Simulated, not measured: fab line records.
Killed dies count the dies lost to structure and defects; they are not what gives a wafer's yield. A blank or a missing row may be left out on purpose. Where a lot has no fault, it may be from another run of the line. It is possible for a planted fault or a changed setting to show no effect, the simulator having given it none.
Matching of chambers :: flow nand harc :: NHARC_A_WL_FILL_ALD_02 on ald metal-03 has 4 sister chambers
The step deposits TiN, target thk 2 nm, pulse time 3 s, ald cycles 100. 20 wafers are shown with their chamber, then 10 later ones without.

== WAFERS PAIRED WITH THEIR CHAMBERS ==
wafer: L078.2
chamber: 2
heater power w (W): 1212
precursor pulse height rel: 0.982

wafer: L078.4
chamber: 0
heater power w (W): 1152
precursor pulse height rel: 0.986

wafer: L078.5
chamber: 0
heater power w (W): 1122
precursor pulse height rel: 0.997

wafer: L078.1
chamber: 1
heater power w (W): 982
precursor pulse height rel: 0.977

wafer: L078.3
chamber: 3
heater power w (W): 877
precursor pulse height rel: 0.998

wafer: L078.6
chamber: 1
heater power w (W): 979
precursor pulse height rel: 0.990

wafer: L080.1
chamber: 0
heater power w (W): 1140
precursor pulse height rel: 0.991

wafer: L080.2
chamber: 2
heater power w (W): 1229
precursor pulse height rel: 1.019

wafer: L080.4
chamber: 3
heater power w (W): 901
precursor pulse height rel: 1.012

wafer: L079.1
chamber: 0
heater power w (W): 1126
precursor pulse height rel: 0.984

wafer: L079.3
chamber: 2
heater power w (W): 1239
precursor pulse height rel: 0.970

wafer: L079.4
chamber: 3
heater power w (W): 886
precursor pulse height rel: 1.024

wafer: L081.2
chamber: 0
heater power w (W): 1104
precursor pulse height rel: 1.016

wafer: L081.3
chamber: 3
heater power w (W): 915
precursor pulse height rel: 0.984

wafer: L081.6
chamber: 0
heater power w (W): 1128
precursor pulse height rel: 1.019

wafer: L085.2
chamber: 3
heater power w (W): 890
precursor pulse height rel: 1.001

wafer: L085.5
chamber: 0
heater power w (W): 1123
precursor pulse height rel: 0.975

wafer: L085.6
chamber: 3
heater power w (W): 926
precursor pulse height rel: 1.004

wafer: L088.2
chamber: 0
heater power w (W): 1033
precursor pulse height rel: 1.014

wafer: L088.3
chamber: 2
heater power w (W): 1151
precursor pulse height rel: 0.989

SIGNATURES (averages over the wafers above)
reading: heater power w
chamber 0: 1116.00
chamber 1: 980.50
chamber 2: 1207.75
chamber 3: 899.17
scatter within a chamber: 31.3

reading: precursor pulse height rel
chamber 0: 0.99775
chamber 1: 0.98350
chamber 2: 0.99000
chamber 3: 1.00383
scatter within a chamber: 0.0163
Rule: for each reading, subtract the chamber's mean from the wafer's reading, divide by that reading's scatter and square the result; add these up over the readings and take the root, which gives the wafer's distance from the chamber. The wafer belongs to the nearest chamber; if the next one is less than 2 further off, it can't be placed. The scatter: the root of (the sum of the squares of (reading less its chamber's mean) over the shown wafers, divided by (wafers less chambers)).

== WAFERS WITHOUT THEIR CHAMBER ==
wafer: L088.6
heater power w (W): 1065
precursor pulse height rel: 0.992

wafer: L091.1
heater power w (W): 1140
precursor pulse height rel: 0.984

wafer: L091.5
heater power w (W): 1020
precursor pulse height rel: 1.006

wafer: L091.6
heater power w (W): 916
precursor pulse height rel: 0.999

wafer: L092.2
heater power w (W): 909
precursor pulse height rel: 1.024

wafer: L092.5
heater power w (W): 889
precursor pulse height rel: 0.989

wafer: L092.6
heater power w (W): 1138
precursor pulse height rel: 0.985

wafer: L094.2
heater power w (W): 1020
precursor pulse height rel: 0.987

wafer: L094.5
heater power w (W): 925
precursor pulse height rel: 0.976

wafer: L094.6
heater power w (W): 1116
precursor pulse height rel: 0.993

== EACH ONE'S CHAMBER ==
wafer: L088.6
from the rows above: can't be placed: 0 or 1
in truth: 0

wafer: L091.1
from the rows above: can't be placed: 0 or 2
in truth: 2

wafer: L091.5
from the rows above: can't be placed: 1 or 0 or 3
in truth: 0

wafer: L091.6
from the rows above: can't be placed: 3 or 1
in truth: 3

wafer: L092.2
from the rows above: 3
in truth: 3

wafer: L092.5
from the rows above: can't be placed: 3 or 1
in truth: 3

wafer: L092.6
from the rows above: can't be placed: 0 or 2
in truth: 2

wafer: L094.2
from the rows above: can't be placed: 1 or 0
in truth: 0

wafer: L094.5
from the rows above: can't be placed: 1 or 3
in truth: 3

wafer: L094.6
from the rows above: 0
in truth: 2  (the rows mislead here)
Correct placement for 1 of the 10. Not placeable from these rows: 8 (in 8, the candidates include the true chamber). Placed wrongly: 1.
